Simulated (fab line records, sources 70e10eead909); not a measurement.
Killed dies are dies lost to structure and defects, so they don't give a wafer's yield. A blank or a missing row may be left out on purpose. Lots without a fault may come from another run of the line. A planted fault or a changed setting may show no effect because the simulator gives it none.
Chamber matching | flow nand_harc | NHARC_P_M0_DEP_32 on pecvd-01: 3 sister chambers
The step deposits SiCN, target thk 30 nm. 14 wafers are shown with their chamber, then 7 later ones without.

WAFERS WITH THEIR CHAMBER
wafer  | chamber | heater_power_w (W)
L077.4 | 1       | 670
L077.5 | 2       | 447
L077.6 | 0       | 623
L075.2 | 0       | 492
L075.4 | 1       | 564
L075.6 | 2       | 458
L080.1 | 2       | 489
L080.2 | 1       | 578
L080.6 | 0       | 629
L082.1 | 2       | 446
L082.3 | 0       | 566
L082.6 | 0       | 540
L090.1 | 1       | 688
L090.2 | 0       | 542

SIGNATURES (means of the wafers above)
reading        | chamber 0 | chamber 1 | chamber 2 | scatter within a chamber
heater_power_w | 565.33    | 625.00    | 460.00    | 49.6
Rule: a wafer's distance from a chamber is the root of the sum, over the readings, of the square of ((its reading less the chamber's mean) divided by the reading's scatter). The wafer belongs to the nearest chamber; if the next one is less than 2 further off, it can't be placed. The scatter: the root of (the sum of the squares of (reading less its chamber's mean) over the shown wafers, divided by (wafers less chambers)).

WAFERS WITHOUT THEIR CHAMBER
wafer  | heater_power_w (W)
L090.3 | 508
L091.3 | 516
L091.5 | 524
L091.6 | 577
L093.2 | 563
L093.4 | 606
L093.6 | 491

WHICH CHAMBER EACH WENT THROUGH
wafer  | from the rows above          | in truth
L090.3 | can't be placed: 2 or 0 or 1 | 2
L091.3 | can't be placed: 0 or 2 or 1 | 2
L091.5 | can't be placed: 0 or 2 or 1 | 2
L091.6 | can't be placed: 0 or 1      | 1
L093.2 | can't be placed: 0 or 1      | 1
L093.4 | can't be placed: 1 or 0      | 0
L093.6 | can't be placed: 2 or 0      | 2
Placed correctly: 0 of 7. Can't be placed from these rows: 7 (the true chamber is among the candidates in 7). Placed wrongly: 0.
